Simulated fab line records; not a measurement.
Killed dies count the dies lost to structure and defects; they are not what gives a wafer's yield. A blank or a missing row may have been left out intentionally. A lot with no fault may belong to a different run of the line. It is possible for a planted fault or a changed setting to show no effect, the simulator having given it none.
Struck lot and sound lot, side by side :: flow nandHarc :: 15 out of 1302 route steps
Sound: wafers L298.2, L298.3, L298.4. Struck: wafer L313.1 (left out: L313.4, L313.6 of the same lot, which were not struck); the cause appears at the end.
For every step that has rows: the tool of each side, followed by ch and its chambers, followed by its first start. Under that, the readings that differ: sound wafers :: struck wafers :: difference of the means :: sigmas: that difference in standard deviations of wafers without a fault.
alike: same words and numbers on both sides, and readings whose means sit less than 2 such deviations apart. not compared: any withheld reading, any reading some wafer has no value for, any bound like >300 that may hide the same value, and any number with overlapping values for which the record gives no deviation.
Wherever a step has rows on one side only, a row that says differs or no value, or a row with sigmas, the two part there. When numbers do not overlap yet have no deviation, they are printed without sigmas and do not part them. A reading missing from all wafers of one side parts the sides only when that side holds two or more wafers.

first, 6 steps without rows for these wafers: NHARC_A_CHANNEL_HOLE_D1_COAT_04 (resist thk 90 nm); NHARC_A_CHANNEL_HOLE_D1_SOFTBAKE_05 (time 55 s); NHARC_A_CHANNEL_HOLE_D1_EBR_06; NHARC_A_CHANNEL_HOLE_D1_EXPOSE_07 (exposes mask HOLE D1, target cd 100 nm); NHARC_A_CHANNEL_HOLE_D1_PEB_08 (peb time 65 s); NHARC_A_CHANNEL_HOLE_D1_DEVELOP_09 (develop time 35 s).
NHARC_A_CHANNEL_HOLE_D1_CD_MEAS_10: target cd 100 nm.
  sound on cdSem-02 ch 0, day 10 00:09; struck on cdSem-02 ch 0, day 16 06:50
  alike: cdNm
NHARC_A_CHANNEL_HOLE_D1_OVL_MEAS_11:
  sound on overlay-02, day 10 00:14; struck on overlay-01, day 16 06:56
reading: overlayXNm (nm)
sound: 0.8 1.6 1.2
struck: -1.1
difference: -2.3
sigmas: -3
  alike: overlayYNm
NHARC_A_CHANNEL_HOLE_D1_INSPECT_12:
  sound on defectInspect-01, day 10 00:17; struck on defectInspect-02, day 16 06:58
  alike: rawDefectCount
NHARC_A_CHANNEL_HOLE_D1_DESCUM_15: chemistry O2, time 3 s.
  sound on rieDiel-13 ch 0,1,3, day 10 00:20; struck on rieDiel-03 ch 1, day 16 07:02
reading: rfHoursCounterH (h)
sound: 3 2 2
struck: 26
difference: +24
sigmas: 
  alike: drypumpMotorCurrentA, mfcArSccm, oesProductAu, rfVppV, showerheadPlenumPTorr, throttleValvePct
NHARC_A_CHANNEL_HOLE_D1_ETCH_38: etches the open film in CF4, target depth 39 nm, time 65 s.
  sound on rieDiel-13 ch 0,1,2, day 10 00:25; struck on rieDiel-03 ch 2, day 16 07:07
reading: rfHoursCounterH (h)
sound: 3 3 2
struck: 24
difference: +21
sigmas: 
  alike: drypumpMotorCurrentA, mfcArSccm, oesProductAu, rfVppV, showerheadPlenumPTorr, throttleValvePct
NHARC_A_CHANNEL_HOLE_D1_ETCH_39: etches the open film in N2/H2, target depth 260 nm, time 325 s.
  sound: rieDiel-13 ch 0,2,3; struck: rieDiel-03 ch 3
reading: rfHoursCounterH (h)
sound: 2 2 3
struck: 24
difference: +22
sigmas: 

reading: rfVppV (V)
sound: 430.7 427.1 427.2
struck: 436.0
difference: +7.7
sigmas: +3

reading: showerheadPlenumPTorr (Torr)
sound: 2.03 1.93 1.94
struck: 2.21
difference: +0.24
sigmas: +3
  alike: drypumpMotorCurrentA, mfcArSccm, oesProductAu, throttleValvePct
NHARC_A_CHANNEL_HOLE_D1_ETCH_34: etches the open film in CF4/CHF3, target depth 154 nm, time 77 s.
  sound on rieDiel-13 ch 0,2,3, day 10 00:46; struck on rieDiel-03 ch 1, day 16 07:28
reading: oesProductAu (a.u.)
sound: 0.955 0.950 0.962
struck: 0.849
difference: -0.107
sigmas: -5

reading: rfHoursCounterH (h)
sound: 2 3 2
struck: 27
difference: +25
sigmas: 
  alike: drypumpMotorCurrentA, mfcArSccm, rfVppV, showerheadPlenumPTorr, throttleValvePct
NHARC_A_CHANNEL_HOLE_D1_ETCH_16: etches the open film in O2/COS, target depth 3100 nm, time 806 s.
  sound: rieDiel-13 ch 0,1,2; struck: rieDiel-03 ch 0
reading: cosFlowSccm (sccm)
sound: 19.84 19.96 19.91
struck: 20.08
difference: +0.18
sigmas: +3

reading: rfHoursCounterH (h)
sound: 3 2 3
struck: 15
difference: +12
sigmas: 

reading: throttleValvePct (%)
sound: 28.321 28.323 28.326
struck: 28.346
difference: +0.023
sigmas: +2
  alike: drypumpMotorCurrentA, mfcArSccm, oesProductAu, rfVppV, showerheadPlenumPTorr
-- the record jumps here: 16 days lie between the struck wafers' starts before and after (it left off in module A_CHANNEL_HOLE_D1 and takes up again in module END, whose first step shown is number 1302 of the route) --
NHARC_END_SORT_01:
  here the record holds rows for the struck wafers (prober-01 ch 0, day 32 07:54) but none for the sound ones

## WHERE THEY PART
At NHARC_A_CHANNEL_HOLE_D1_OVL_MEAS_11 first; at NHARC_END_SORT_01 last (within this record only).

WHY: what had been put in by the simulator
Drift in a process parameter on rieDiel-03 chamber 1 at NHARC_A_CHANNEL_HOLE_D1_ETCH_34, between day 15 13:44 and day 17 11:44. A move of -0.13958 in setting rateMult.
